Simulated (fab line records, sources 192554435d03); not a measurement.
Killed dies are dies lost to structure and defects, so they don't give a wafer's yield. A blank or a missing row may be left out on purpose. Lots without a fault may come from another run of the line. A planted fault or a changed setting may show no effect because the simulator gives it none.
fab line records | flow n5_finfet
record lots=5 wafers=15 last_day=15
route steps=1938 shown BEOL_M11@1579 BEOL_M12@1602
lots that met no fault: from a run of the same line without faults
start_h: hours from the record's first day to the start of the lot's first wafer shown | wait_h: hours since the lot's step before | " the same as in the row above | L1.1+2: a row that stands for several wafers | - no value, or no start given | * or withheld: withheld | < > ~ a bound
route shown NAME@n: a module of which the file shows steps, and the number in the route of the first | usual: mean/standard deviation of fault-free wafers | same: alike in all rows | chamber/n: place in a boat | sites: the reading at each site | _std_site: their standard deviation | _edge_site: outer sites' mean less inner sites' | radius_mm: how far each site lies from the wafer's centre | mask NAME#n: copy n | behind: the tool/chamber that last shaped the wafer | hold: why the lot was held/for how many hours/how that ended | device: the transistor (n, p or np) that didn't switch | end of line: the same wafers' tests at the end of the route | a step without rows: its recipe alone | killed: dies lost to structure and defects at the first sort, not the wafer's yield | map: a wafer's dies, x killed, . not, _ none there
set.NAME: the setting as run; set.NAME@STEP: as run at that earlier step | model.NAME: the simulator's own value behind a step, which no gauge read
lots at some steps of the route; a table a step, a row a wafer
services: from which hour (start_h, from the record's first day; less than 0 if before it) a tool's chamber was out of use, for how many hours, and why
## steps
# step N5_BEOL_M11_ETCH_41
# recipe chemistry=CH3F/O2 target=SiCN target_depth_a=426 taper_deg=2 time_s=86 ion_energy_ev=120 mask_material=TiN pressure_mtorr=30 source_w=395 bias_w=75 Ar_flow_sccm=150 CH3F_flow_sccm=30 O2_flow_sccm=20
# usual chamber_pressure_mTorr=30.00/0.032 drypump_motor_current_A=5.9/0.33 oes_product_au=0.81/0.085 rf_vpp_V=297.5/1.1 showerhead_plenum_p_Torr=2.01/0.036 throttle_valve_pct=16.27/0.23
# columns lot.wafer tool chamber start_h wait_h chamber_pressure_mTorr drypump_motor_current_A oes_product_au rf_hours_counter_h rf_vpp_V showerhead_plenum_p_Torr throttle_valve_pct
L074.1 rie_diel-05 1 - - 30.00 5.9 0.86 49 298.3 2.03 15.96
L074.5 " 0 " " 30.00 6.1 0.86 - 296.9 2.03 16.41
L074.6 " 3 " " 29.98 6.0 0.68 - 299.5 2.06 16.40
L075.4 rie_diel-01 2 - - 30.02 5.5 0.67 - 297.2 2.05 16.65
L075.5 " 3 " " 30.02 5.8 0.78 - 295.6 1.92 16.56
L075.6 " 0 " " 29.99 6.3 0.95 - 299.3 2.05 15.81
L078.1 rie_diel-05 3 - - 30.02 6.0 0.69 242 298.7 2.06 16.42
L078.2 " 1 " " 29.98 5.9 0.85 57 297.1 2.03 15.99
L078.3 " 2 " " 29.99 5.5 0.80 84 299.0 2.02 16.20
L080.2 rie_diel-02 3 - - 29.98 5.6 0.72 174 296.6 1.99 16.16
L080.5 " 3 " " 30.03 5.7 0.72 - 296.1 1.99 16.14
L080.6 " 0 " " 29.96 5.4 0.77 - 297.8 2.01 16.30
L088.2 rie_diel-02 3 - - 30.00 5.6 0.71 189 296.5 1.99 16.17
L088.3 " 1 " " 29.98 6.3 0.70 219 295.8 1.98 16.63
L088.6 " 1 " " 30.02 6.3 0.71 - 298.3 1.98 16.63
# step N5_BEOL_M11_STRIP_77
# recipe chemistry=N2/H2 time_s=10 power_w=450 temp_c=40 pressure_mtorr=20 rf_frequency_hz=6e+07 bias_power_w=7 n2_flow_sccm=200 h2_flow_sccm=200
# usual chamber_pressure_mTorr=20.001/0.017 drypump_motor_current_A=5.9/0.32 h2_flow_sccm=200.0/0.62 oes_product_au=0.81/0.085 rf_vpp_V=59.2/0.87 showerhead_plenum_p_Torr=2.55/0.044 throttle_valve_pct=23.6/0.31
# columns lot.wafer tool chamber start_h wait_h chamber_pressure_mTorr drypump_motor_current_A h2_flow_sccm oes_product_au rf_hours_counter_h rf_vpp_V showerhead_plenum_p_Torr throttle_valve_pct
L074.1 rie_diel-05 1 - - 19.998 5.9 200.3 0.87 49 60.0 2.57 23.1
L074.5 " 0 " " 20.006 6.1 199.6 0.86 - 59.0 2.58 23.8
L074.6 " 3 " " 20.004 6.0 198.0 0.69 - 59.1 2.62 23.7
L075.4 rie_diel-01 2 - - 19.998 5.5 200.4 0.67 - 59.8 2.61 24.0
L075.5 " 3 " " 19.992 5.8 200.4 0.78 - 57.6 2.45 24.0
L075.6 " 0 " " 20.007 6.3 200.4 0.97 - 58.8 2.59 23.1
L078.1 rie_diel-05 3 - - 20.003 6.0 200.7 0.69 242 57.9 2.62 23.7
L078.2 " 1 " " 20.010 5.8 200.4 0.85 57 58.7 2.57 23.1
L078.3 " 2 " " 19.988 5.5 200.2 0.80 84 60.5 2.57 23.6
L080.2 rie_diel-02 3 - - 20.013 5.6 200.2 0.72 174 58.7 2.53 23.5
L080.5 " 3 " " 19.999 5.7 200.3 0.72 - 58.7 2.53 23.5
L080.6 " 0 " " 20.005 5.5 200.1 0.78 - 60.3 2.56 23.7
L088.2 rie_diel-02 3 - - 20.011 5.7 200.0 0.71 189 58.8 2.52 23.5
L088.3 " 1 " " 19.979 6.3 200.0 0.70 219 60.3 2.51 24.2
L088.6 " 1 " " 20.007 6.4 200.4 0.70 - 57.9 2.51 24.2
# step N5_BEOL_M11_OCD_MEAS_38
# usual trench_depth_nm=149.5/1.9
# columns lot.wafer tool chamber start_h wait_h trench_depth_nm
L074.1 ocd-01 - 224.21 - 147.7
L074.5 " - " " 150.2
L074.6 " - " " 146.2
L075.4 ocd-02 - 235.33 - 148.9
L075.5 " - " " 148.8
L075.6 " - " " 149.5
L078.1 ocd-01 - 253.90 - 149.2
L078.2 " - " " 149.6
L078.3 " - " " 150.6
L080.2 ocd-02 - 269.78 - 147.1
L080.5 " - " " 147.3
L080.6 " - " " 148.4
L088.2 ocd-01 - 322.11 - 146.7
L088.3 " - " " 150.2
L088.6 " - " " 149.3
# step N5_BEOL_M11_HM_STRIP_39
# recipe chemistry=peroxide_tin_strip material=TiN target_depth_a=250 temp_c=50 time_s=158
# columns lot.wafer tool chamber start_h wait_h
L074.1+5+6 wet_bench-01 7,6,3 224.24 0.0
L075.4+5+6 wet_bench-06 0,5,6 235.36 0.0
L078.1+2+3 wet_bench-02 0,6,5 253.93 0.0
L080.2+5+6 wet_bench-02 3,2,0 269.81 0.0
L088.2+3+6 wet_bench-02 6,3,7 322.14 0.0
# step N5_BEOL_M11_SRD_40
# recipe time_s=30 temp_c=23 rinse_liquid=diw dry=ipa_marangoni
# columns lot.wafer tool chamber start_h wait_h
L074.1+5+6 wet_bench-01 7,6,3 224.29 0.0
L075.4+5+6 wet_bench-06 0,5,6 235.41 0.0
L078.1+2+3 wet_bench-02 0,6,5 253.98 0.0
L080.2+5+6 wet_bench-02 3,2,0 269.86 0.0
L088.2+3+6 wet_bench-02 6,3,7 322.19 0.0
# step N5_BEOL_M11_PRECLEAN_42
# recipe chemistry=residue_remover time_s=60 temp_c=40
# columns lot.wafer tool chamber start_h wait_h
L074.1+5+6 wet_bench-01 7,6,3 224.31 0.0
L075.4+5+6 wet_bench-06 0,5,6 235.42 0.0
L078.1+2+3 wet_bench-02 0,6,5 254.00 0.0
L080.2+5+6 wet_bench-02 3,2,0 269.87 0.0
L088.2+3+6 wet_bench-02 6,3,7 322.21 0.0
# step N5_BEOL_M11_SRD_43
# recipe time_s=30 temp_c=23 rinse_liquid=diw dry=ipa_marangoni
# columns lot.wafer tool chamber start_h wait_h
L074.1+5+6 wet_bench-01 7,6,3 224.32 0.0
L075.4+5+6 wet_bench-06 0,5,6 235.44 0.0
L078.1+2+3 wet_bench-02 0,6,5 254.01 0.0
L080.2+5+6 wet_bench-02 3,2,0 269.89 0.0
L088.2+3+6 wet_bench-02 6,3,7 322.22 0.0
# step N5_BEOL_M11_CD_MEAS_35
# recipe target_cd_nm=70 polarity=opening
# usual cd_nm=69.9/0.56
# columns lot.wafer tool chamber start_h wait_h cd_nm
L074.1 cd_sem-03 - 224.36 0.0 70.4
L074.5 " - " " 70.1
L074.6 " - " " 69.9
L075.4 cd_sem-03 - 235.48 0.0 70.0
L075.5 " - " " 70.6
L075.6 " - " " 69.5
L078.1 cd_sem-01 - 254.05 0.0 69.1
L078.2 " - " " 68.8
L078.3 " - " " 69.4
L080.2 cd_sem-01 - 269.94 0.0 70.3
L080.5 " - " " 69.5
L080.6 " - " " 69.7
L088.2 cd_sem-02 - 322.27 0.0 70.8
L088.3 " - " " 71.0
L088.6 " - " " 70.4
# step N5_BEOL_M11_CURE_72
# recipe temp_c=370 time_s=120 ambient=DMADMS/He material=SiCOH_lowk
# usual lamp_power_pct=52.32/0.059 wafer_temp_C_max=371.9/0.61
# columns lot.wafer tool chamber start_h wait_h lamp_power_pct wafer_temp_C_max
L074.1 uv_cure-02 2 224.41 0.0 52.22 371.3
L074.5 " 2 " " 52.46 371.1
L074.6 " 2 " " 52.34 371.4
L075.4 uv_cure-02 0 235.95 0.5 52.42 372.1
L075.5 " 0 " " 52.29 371.8
L075.6 " 0 " " 52.26 372.0
L078.1 uv_cure-01 0 254.10 0.0 52.27 370.8
L078.2 " 0 " " 52.28 370.9
L078.3 " 0 " " 52.30 371.3
L080.2 uv_cure-02 2 270.03 0.1 52.39 372.0
L080.5 " 2 " " 52.33 371.3
L080.6 " 2 " " 52.39 371.4
L088.2 uv_cure-03 1 322.36 0.1 52.41 372.1
L088.3 " 1 " " 52.33 372.5
L088.6 " 1 " " 52.25 372.1
# step N5_BEOL_M11_DEGAS_44
# recipe ambient=vacuum temp_c=250 time_s=60
# usual heater_power_w=337/37
# columns lot.wafer tool chamber start_h wait_h heater_power_w
L074.1 pvd_sputter-02 - 224.85 0.4 406
L074.5 " - " " 408
L074.6 " - " " 350
L075.4 pvd_sputter-03 - 236.46 0.5 279
L075.5 " - " " 308
L075.6 " - " " 321
L078.1 pvd_sputter-01 - 254.43 0.3 277
L078.2 " - " " 330
L078.3 " - " " 348
L080.2 pvd_sputter-03 - 270.38 0.3 312
L080.5 " - " " 311
L080.6 " - " " 322
L088.2 pvd_sputter-02 - 322.70 0.3 391
L088.3 " - " " 322
L088.6 " - " " 403
# step N5_BEOL_M11_PRE_CLEAN_45
# recipe gas=H2/He time_s=30 temp_c=250
# usual heater_power_w=336/37
# columns lot.wafer tool chamber start_h wait_h heater_power_w
L074.1 pvd_sputter-02 - 224.89 0.0 401
L074.5 " - " " 401
L074.6 " - " " 347
L075.4 pvd_sputter-03 - 236.50 0.0 285
L075.5 " - " " 308
L075.6 " - " " 315
L078.1 pvd_sputter-01 - 254.47 0.0 267
L078.2 " - " " 324
L078.3 " - " " 353
L080.2 pvd_sputter-03 - 270.42 0.0 308
L080.5 " - " " 309
L080.6 " - " " 317
L088.2 pvd_sputter-02 - 322.74 0.0 400
L088.3 " - " " 321
L088.6 " - " " 410
# step N5_BEOL_M11_ALD_74
# recipe material=TaN target_thk_a=20 temp_c=275 ald_precursor_family=PDMAT ald_co_reactant=NH3 pressure_torr=3 carrier_flow_sccm=1500 pulse_time_s=2 purge_time_s=3 co_reactant_purge_time_s=2 co_reactant_pulse_time_s=3 ald_cycles=40 precursor_vessel_temp_c=75 precursor_vessel_pressure_torr=26.25 precursor_vessel_carrier_sccm=1000
# usual heater_power_w=415/38
# columns lot.wafer tool chamber start_h wait_h heater_power_w since_wet_clean_h
L074.1 ald_metal-02 3 224.95 0.0 401 2965
L074.5 " 1 " " 417 -
L074.6 " 2 " " 394 -
L075.4 ald_metal-02 2 236.57 0.1 408 2976
L075.5 " 0 " " 460 -
L075.6 " 3 " " 396 -
L078.1 ald_metal-04 1 254.54 0.1 412 1456
L078.2 " 3 " " 396 1456
L078.3 " 0 " " 467 1456
L080.2 ald_metal-02 1 270.48 0.0 420 3010
L080.5 " 3 " " 398 -
L080.6 " 0 " " 456 -
L088.2 ald_metal-02 2 322.80 0.0 397 3063
L088.3 " 3 " " 393 3063
L088.6 " 2 " " 411 -
# step N5_BEOL_M11_SURFACE_TREAT_76
# recipe gas=Ar time_s=* ion_energy_ev=* ion_current_ma_cm2=0.5 pressure_mtorr=* ar_flow_sccm=30
# usual throttle_valve_pct=*
# columns lot.wafer tool chamber start_h wait_h throttle_valve_pct
L074.1 pvd_sputter-02 - 225.23 0.2 *
L074.5 " - " " *
L074.6 " - " " *
L075.4 pvd_sputter-03 - 236.86 0.2 *
L075.5 " - " " *
L075.6 " - " " *
L078.1 pvd_sputter-03 - 254.84 0.2 *
L078.2 " - " " *
L078.3 " - " " *
L080.2 pvd_sputter-02 - 270.82 0.2 *
L080.5 " - " " *
L080.6 " - " " *
L088.2 pvd_sputter-01 - 323.13 0.2 *
L088.3 " - " " *
L088.6 " - " " *
# step N5_BEOL_M11_CVD_75
# recipe material=Co target_thk_a=20 temp_c=withheld precursor=CCTBA/H2 pressure_torr=30 time_s=138.9
# columns lot.wafer tool chamber start_h wait_h since_wet_clean_h
L074.1 cvd_co-02 1 225.30 0.0 89
L074.5 " 2 " " -
L074.6 " 0 " " -
L075.4 cvd_co-02 0 237.12 0.2 -
L075.5 " 2 " " -
L075.6 " 1 " " -
L078.1 cvd_co-01 2 255.00 0.1 337
L078.2 " 0 " " 796
L078.3 " 1 " " 1234
L080.2 cvd_co-01 2 270.93 0.1 353
L080.5 " 2 " " -
L080.6 " 0 " " -
L088.2 cvd_co-01 1 323.23 0.1 1302
L088.3 " 2 " " 405
L088.6 " 1 " " -
# step N5_BEOL_M11_SPUTTER_48
# recipe material=Cu target_thk_a=120 temp_c=-20 bias_v=60 power_w=26000 chamber_pressure_pa=0.13 time_s=2
# usual throttle_valve_pct=30.3/1.1
# columns lot.wafer tool chamber start_h wait_h throttle_valve_pct
L074.1 pvd_sputter-02 - 225.41 0.1 33.0
L074.5 " - " " 29.9
L074.6 " - " " 28.0
L075.4 pvd_sputter-03 - 237.28 0.1 30.7
L075.5 " - " " 30.8
L075.6 " - " " 29.1
L078.1 pvd_sputter-03 - 255.11 0.1 30.6
L078.2 " - " " 31.0
L078.3 " - " " 29.2
L080.2 pvd_sputter-02 - 271.10 0.1 30.1
L080.5 " - " " 33.1
L080.6 " - " " 30.6
L088.2 pvd_sputter-01 - 323.37 0.1 30.7
L088.3 " - " " 29.7
L088.6 " - " " 30.5
# step N5_BEOL_M11_ECD_50
# recipe material=Cu target_thk_a=3180
# columns lot.wafer tool chamber start_h wait_h
L074.1+5+6 ecd_cu-01 0,0,1 225.52 0.1
L075.4+5+6 ecd_cu-02 1,0,1 237.42 0.1
L078.1+2+3 ecd_cu-02 1,0,0 255.23 0.1
L080.2+5+6 ecd_cu-01 0,1,0 271.22 0.1
L088.2+3+6 ecd_cu-02 0,1,1 323.57 0.1
# step N5_BEOL_M11_ANNEAL_51
# recipe temp_c=225 time_s=90 ambient=N2
# usual wafer_temp_C_max=225.91/0.25
# columns lot.wafer tool chamber start_h wait_h wafer_temp_C_max
L074.1 rtp_anneal-02 0 225.86 0.3 225.98
L074.5 " 0 " " 225.74
L074.6 " 0 " " 225.83
L075.4 rtp_anneal-01 0 237.79 0.3 225.80
L075.5 " 0 " " 225.96
L075.6 " 0 " " 225.74
L078.1 rtp_anneal-02 0 255.38 0.1 225.84
L078.2 " 0 " " 226.12
L078.3 " 0 " " 225.82
L080.2 rtp_anneal-01 0 271.56 0.3 225.69
L080.5 " 0 " " 226.26
L080.6 " 0 " " 225.70
L088.2 rtp_anneal-01 0 323.83 0.2 225.94
L088.3 " 0 " " 225.89
L088.6 " 0 " " 226.28
# step N5_BEOL_M11_CMP_52
# recipe stop_on=SiCOH_lowk t_overpolish_s=7 down_force_psi=1 platen_rpm=50 clearing_platen_down_force_psi=1.5 clearing_platen_rpm=50 post_cmp_clean=cu_alkaline target_thk_nm=140 clearing_platen_pad_velocity_m_s=0.99484 pad_velocity_m_s=0.99484
# usual barrier_field_endpoint_s=28.7/0.67 clearing_platen_down_force_psi=1.4998/0.0029 motor_current_A=5.9/0.39 overpolish_run_s=7.000/0.0096 time_to_endpoint_s=65.7/2.6
# columns lot.wafer tool chamber start_h wait_h barrier_field_endpoint_s clearing_platen_down_force_psi motor_current_A overpolish_run_s time_to_endpoint_s
L074.1 cmp-03 0 226.17 0.3 29.5 1.4943 5.0 7.014 68.9
L074.5 " 0 " " 28.5 1.4992 5.2 6.996 66.5
L074.6 " 1 " " 29.1 1.4970 6.1 6.997 67.6
L075.4 cmp-02 0 237.99 0.2 29.3 1.5024 6.4 7.000 67.5
L075.5 " 3 " " 29.4 1.4990 5.7 6.995 67.3
L075.6 " 0 " " 30.4 1.5034 6.5 7.013 67.8
L078.1 cmp-01 0 255.67 0.3 28.9 1.4963 6.7 7.012 68.3
L078.3 " 2 " " 29.9 1.5027 6.5 7.010 66.9
L078.2 " 3 " " 29.1 1.5013 4.9 7.006 68.6
L080.2 cmp-03 0 271.89 0.3 27.3 1.5035 5.3 7.001 64.6
L080.5 " 2 " " 27.9 1.5064 6.1 6.992 65.4
L080.6 " 3 " " 28.3 1.5022 5.6 6.992 68.6
L088.3 cmp-03 2 324.11 0.2 28.9 1.5032 5.9 6.986 68.3
L088.2 " 3 " " 29.1 1.4968 5.6 7.002 69.9
L088.6 " 2 " " 28.6 1.5012 5.7 6.988 63.5
# step N5_BEOL_M11_THK_MEAS_53
# recipe thk_meas_gauge=xrf reads=Cu_of_BEOL_M11_ECD_50
# usual M11_THK=138.8/2.6
# columns lot.wafer tool chamber start_h wait_h M11_THK[nm]
L074.1 film_metro-01 - 226.46 - 136.0
L074.5 " - " " 139.0
L074.6 " - " " 134.2
L075.4 film_metro-02 - 238.24 - 138.9
L075.5 " - " " 139.5
L075.6 " - " " 139.4
L078.1 film_metro-01 - 255.97 - 136.5
L078.2 " - " " 137.6
L078.3 " - " " 139.3
L080.2 film_metro-02 - 272.11 - 137.3
L080.5 " - " " 137.7
L080.6 " - " " 140.4
L088.2 film_metro-01 - 324.37 - 134.3
L088.3 " - " " 137.3
L088.6 " - " " 137.8
# step N5_BEOL_M11_PRE_CLEAN_55
# recipe gas=NH3 time_s=15 temp_c=withheld rf_power_w=300
# columns lot.wafer tool chamber start_h wait_h since_wet_clean_h
L074.1 pecvd-04 1 226.50 0.0 1655
L074.5 " 1 " " -
L074.6 " 0 " " -
L075.4 pecvd-03 2 238.29 0.0 -
L075.5 " 1 " " -
L075.6 " 0 " " -
L078.1 pecvd-03 2 256.00 0.0 25
L078.2 " 0 " " 779
L078.3 " 1 " " 1504
L080.2 pecvd-04 0 272.15 0.0 976
L080.5 " 1 " " -
L080.6 " 0 " " -
L088.2 pecvd-02 0 324.41 0.0 1210
L088.3 " 1 " " 1935
L088.6 " 1 " " -
# step N5_BEOL_M11_DEP_56
# recipe material=SiCN target_thk_a=300 temp_c=withheld precursor=3MS/NH3 pressure_torr=3 rf_w=675 time_s=10.5
# usual showerhead_plenum_p_Torr=4.144/0.016 throttle_valve_pct=18.2/1.4
# columns lot.wafer tool chamber start_h wait_h showerhead_plenum_p_Torr since_wet_clean_h throttle_valve_pct
L074.1 pecvd-04 1 226.53 0.0 4.146 1655 17.2
L074.5 " 1 " " 4.142 - 17.7
L074.6 " 0 " " 4.173 - 18.4
L075.4 pecvd-03 2 238.32 0.0 4.115 - 15.4
L075.5 " 1 " " 4.144 - 19.6
L075.6 " 0 " " 4.137 - 19.8
L078.1 pecvd-03 2 256.03 0.0 4.129 25 15.9
L078.2 " 0 " " 4.133 779 20.1
L078.3 " 1 " " 4.153 1504 19.5
L080.2 pecvd-04 0 272.17 0.0 4.166 976 18.3
L080.5 " 1 " " 4.150 - 17.2
L080.6 " 0 " " 4.172 - 18.4
L088.2 pecvd-02 0 324.43 0.0 4.159 1210 18.1
L088.3 " 1 " " 4.152 1935 18.3
L088.6 " 1 " " 4.152 - 18.6
# step N5_BEOL_M11_RS_MEAS_57
# recipe thk_meas_gauge=four-point-probe reads=Cu_of_BEOL_M11_ECD_50+Co_of_BEOL_M11_CVD_75+TaN_of_BEOL_M11_ALD_74
# usual M11_RS=0.1500/0.0026
# columns lot.wafer tool chamber start_h wait_h M11_RS[ohm/sq]
L074.1 film_metro-01 - 226.59 0.1 0.1518
L074.5 " - " " 0.1489
L074.6 " - " " 0.1541
L075.4 film_metro-01 - 238.37 0.0 0.1509
L075.5 " - " " 0.1505
L075.6 " - " " 0.1503
L078.1 film_metro-02 - 256.11 0.1 0.1504
L078.2 " - " " 0.1498
L078.3 " - " " 0.1479
L080.2 film_metro-01 - 272.24 0.0 0.1538
L080.5 " - " " 0.1527
L080.6 " - " " 0.1513
L088.2 film_metro-01 - 324.50 0.0 0.1537
L088.3 " - " " 0.1504
L088.6 " - " " 0.1491
# step N5_BEOL_M11_INSPECT_58
# recipe inspect_instrument=darkfield mode=post_dep
# usual raw_defect_count=70/21
# columns lot.wafer tool chamber start_h wait_h raw_defect_count
L074.1 defect_inspect-02 - 226.62 0.0 105
L074.5 " - " " 40
L074.6 " - " " 71
L075.4 defect_inspect-01 - 238.40 0.0 76
L075.5 " - " " 102
L075.6 " - " " 124
L078.1 defect_inspect-01 - 256.14 0.0 87
L078.2 " - " " 99
L078.3 " - " " 88
L080.2 defect_inspect-02 - 272.26 0.0 46
L080.5 " - " " 54
L080.6 " - " " 70
L088.2 defect_inspect-01 - 324.52 0.0 83
L088.3 " - " " 55
L088.6 " - " " 67
# step N5_BEOL_M12_ILD_DEP_00
# recipe material=SiOC target_thk_a=6589.2 temp_c=350 precursor=DEMS/O2 pressure_torr=5 rf_w=500 time_s=130.7
# usual heater_power_w=445/77 showerhead_plenum_p_Torr=5.685/0.013 throttle_valve_pct=11.9/0.95
# columns lot.wafer tool chamber start_h wait_h heater_power_w showerhead_plenum_p_Torr since_wet_clean_h throttle_valve_pct
L074.1 pecvd-01 0 226.66 0.0 421 5.666 1293 12.7
L074.5 " 0 " " 442 5.674 - 12.9
L074.6 " 1 " " 294 5.659 - 11.8
L075.4 pecvd-03 2 238.48 0.1 374 5.673 - 10.2
L075.5 " 0 " " 477 5.679 - 13.1
L075.6 " 1 " " 384 5.694 - 12.6
L078.1 pecvd-02 2 256.18 0.0 564 5.693 387 11.9
L078.2 " 1 " " 405 5.680 1866 11.9
L078.3 " 2 " " 600 5.688 - 12.0
L080.2 pecvd-03 2 272.30 0.0 422 5.680 41 10.6
L080.5 " 1 " " 490 5.693 - 12.9
L080.6 " 0 " " 513 5.678 - 13.2
L088.2 pecvd-03 1 324.56 0.0 442 5.690 1572 13.0
L088.3 " 0 " " 422 5.685 847 13.2
L088.6 " 1 " " 474 5.679 - 12.9
# step N5_BEOL_M12_THK_MEAS_01
# recipe reads=SiOC_of_BEOL_M12_ILD_DEP_00
# usual M12_ILD_THK=659/8.2
# columns lot.wafer tool chamber start_h wait_h M12_ILD_THK[nm]
L074.1 film_metro-01 - 226.79 0.1 663
L074.5 " - " " 671
L074.6 " - " " 673
L075.4 film_metro-02 - 238.56 0.0 675
L075.5 " - " " 669
L075.6 " - " " 672
L078.1 film_metro-01 - 256.36 0.1 639
L078.2 " - " " 649
L078.3 " - " " 665
L080.2 film_metro-02 - 272.43 0.1 643
L080.5 " - " " 662
L080.6 " - " " 657
L088.2 film_metro-01 - 324.69 0.1 655
L088.3 " - " " 649
L088.6 " - " " 656
# step N5_BEOL_M12_COAT_58
# recipe resist=BARC temp_c=205 time_s=60 spin_rpm=1500 resist_thk_nm=89
# columns lot.wafer tool chamber start_h wait_h
L074.1+5+6 litho_track-05 0 226.82 0.0
L075.4+5+6 litho_track-02 0 238.60 0.0
L078.1+2+3 litho_track-05 0 256.39 0.0
L080.2+5+6 litho_track-01 0 272.46 0.0
L088.2+3+6 litho_track-05 0 324.72 0.0
# step N5_BEOL_M12_COAT_04
# recipe spin_rpm=1625 resist_thk_nm=400
# columns lot.wafer tool chamber start_h wait_h
L074.1+5+6 litho_track-05 0 - -
L075.4+5+6 litho_track-02 0 - -
L078.1+2+3 litho_track-05 0 - -
L080.2+5+6 litho_track-01 0 - -
L088.2+3+6 litho_track-05 0 - -
# step N5_BEOL_M12_EBR_06
# recipe solvent=PGMEA ebr_width_mm=1.5
# columns lot.wafer tool chamber start_h wait_h
L074.1+5+6 litho_track-05 0 - -
L075.4+5+6 litho_track-02 0 - -
L078.1+2+3 litho_track-05 0 - -
L080.2+5+6 litho_track-01 0 - -
L088.2+3+6 litho_track-05 0 - -
# step N5_BEOL_M12_SOFTBAKE_05
# recipe temp_c=130 time_s=60
# columns lot.wafer tool chamber start_h wait_h
L074.1+5+6 litho_track-05 0 - -
L075.4+5+6 litho_track-02 0 - -
L078.1+2+3 litho_track-05 0 - -
L080.2+5+6 litho_track-01 0 - -
L088.2+3+6 litho_track-05 0 - -
# step N5_BEOL_M12_EXPOSE_07
# recipe mask_id=V11 na=0.93 source_shape=conventional sigma_outer=0.6 polarization=unpolarized attpsm_phase_deg=180 dose_mj=32.5
# usual reticle_temp_C=22.99/0.12
# columns lot.wafer tool chamber start_h wait_h mask reticle_temp_C
L074.1 krf_scanner-02 0 226.92 - V11#0 23.18
L074.5 " 0 " " V11#0 23.14
L074.6 " 0 " " V11#0 23.01
L075.4 krf_scanner-01 0 238.84 - V11#0 23.05
L075.5 " 0 " " V11#0 23.10
L075.6 " 0 " " V11#0 22.89
L078.1 krf_scanner-01 0 256.49 - V11#0 22.93
L078.2 " 0 " " V11#0 22.92
L078.3 " 0 " " V11#0 22.75
L080.2 krf_scanner-01 0 272.69 - V11#0 22.96
L080.5 " 0 " " V11#0 22.96
L080.6 " 0 " " V11#0 22.96
L088.2 krf_scanner-01 0 324.95 - V11#0 23.22
L088.3 " 0 " " V11#0 23.17
L088.6 " 0 " " V11#0 22.99
# step N5_BEOL_M12_PEB_08
# recipe peb_temp_c=130 peb_time_s=90
# columns lot.wafer tool chamber start_h wait_h
L074.1+5+6 litho_track-05 0 226.97 0.1
L075.4+5+6 litho_track-02 0 238.88 0.0
L078.1+2+3 litho_track-05 0 256.55 0.1
L080.2+5+6 litho_track-05 0 272.74 0.0
L088.2+3+6 litho_track-02 0 325.00 0.0
# step N5_BEOL_M12_DEVELOP_09
# recipe develop_time_s=45 rinse_liquid=diw dry=air_spin dev_temp_c=21
# columns lot.wafer tool chamber start_h wait_h
L074.1+5+6 litho_track-05 0 - -
L075.4+5+6 litho_track-02 0 - -
L078.1+2+3 litho_track-05 0 - -
L080.2+5+6 litho_track-05 0 - -
L088.2+3+6 litho_track-02 0 - -
# step N5_BEOL_M12_HARDBAKE_14
# recipe temp_c=130 time_s=120
# columns lot.wafer tool chamber start_h wait_h
L074.1+5+6 litho_track-05 0 - -
L075.4+5+6 litho_track-02 0 - -
L078.1+2+3 litho_track-05 0 - -
L080.2+5+6 litho_track-05 0 - -
L088.2+3+6 litho_track-02 0 - -
# step N5_BEOL_M12_CD_MEAS_10
# recipe target_cd_nm=140 landing_energy_ev=500 detector=se_inlens polarity=opening
# usual cd_nm=139.6/1.4
# columns lot.wafer tool chamber start_h wait_h cd_nm
L074.1 cd_sem-02 0 227.09 - 138.2
L074.5 " 0 " " 140.7
L074.6 " 0 " " 138.2
L075.4 cd_sem-02 0 238.99 - 139.5
L075.5 " 0 " " 140.2
L075.6 " 0 " " 141.3
L078.1 cd_sem-03 0 256.66 - 140.0
L078.2 " 0 " " 139.7
L078.3 " 0 " " 139.3
L080.2 cd_sem-02 0 272.86 - 139.1
L080.5 " 0 " " 139.3
L080.6 " 0 " " 137.2
L088.2 cd_sem-01 0 325.12 - 140.5
L088.3 " 0 " " 141.3
L088.6 " 0 " " 139.7
# step N5_BEOL_M12_OVL_MEAS_11
# recipe points_per_wafer=44
# usual V11_OVL=3/6.1
# columns lot.wafer tool chamber start_h wait_h V11_OVL[nm]
L074.1 overlay-01 0 227.12 0.0 6
L074.5 " 0 " " 6
L074.6 " 0 " " 0
L075.4 overlay-02 0 239.02 0.0 5
L075.5 " 0 " " 2
L075.6 " 0 " " -5
L078.1 overlay-01 0 256.69 0.0 -8
L078.2 " 0 " " 2
L078.3 " 0 " " -1
L080.2 overlay-02 0 272.89 0.0 10
L080.5 " 0 " " 4
L080.6 " 0 " " 10
L088.2 overlay-02 0 325.15 0.0 7
L088.3 " 0 " " 11
L088.6 " 0 " " 8
# step N5_BEOL_M12_INSPECT_12
# recipe mode=adi inspect_instrument=macro
# usual raw_defect_count=2.0/1.4
# columns lot.wafer tool chamber start_h wait_h raw_defect_count
L074.1 defect_inspect-02 - 227.14 0.0 1
L074.5 " - " " 2
L074.6 " - " " 3
L075.4 defect_inspect-02 - 239.05 0.0 3
L075.5 " - " " 2
L075.6 " - " " 2
L078.1 defect_inspect-01 - 256.71 0.0 2
L078.2 " - " " 3
L078.3 " - " " 2
L080.2 defect_inspect-02 - 272.91 0.0 1
L080.5 " - " " 1
L080.6 " - " " 0
L088.2 defect_inspect-02 - 325.18 0.0 3
L088.3 " - " " 2
L088.6 " - " " 3
## services
# columns tool chamber start_h hours kind
pecvd-04 - 200.20 0.3 repair
krf_scanner-02 - 200.30 5.0 repair
uv_cure-03 - 205.77 1.0 pm
cvd_co-01 - 206.43 0.5 repair
wet_bench-01 - 208.72 2.9 repair
rie_diel-05 1 210.89 6.7 repair
ecd_cu-01 - 213.73 5.5 pm
cmp-03 - 220.46 0.3 repair
krf_scanner-01 - 221.75 1.3 pm
cmp-03 - 226.68 4.0 pm
uv_cure-02 - 229.35 2.1 pm
cmp-03 - 240.87 2.0 repair
ecd_cu-02 - 247.89 1.5 repair
pecvd-02 0 253.33 6.3 repair
pecvd-04 0 254.36 4.9 repair
rie_diel-02 - 275.29 0.6 repair
ecd_cu-02 - 298.86 2.1 repair
rie_diel-02 - 303.01 0.5 repair
cmp-03 - 304.46 4.4 repair
cvd_co-02 - 307.63 9.0 repair
cvd_co-01 0 308.66 4.1 repair
krf_scanner-01 - 310.22 3.6 pm
rie_diel-01 0 311.36 5.4 repair
pecvd-02 - 316.35 6.0 pm
## key
fault none
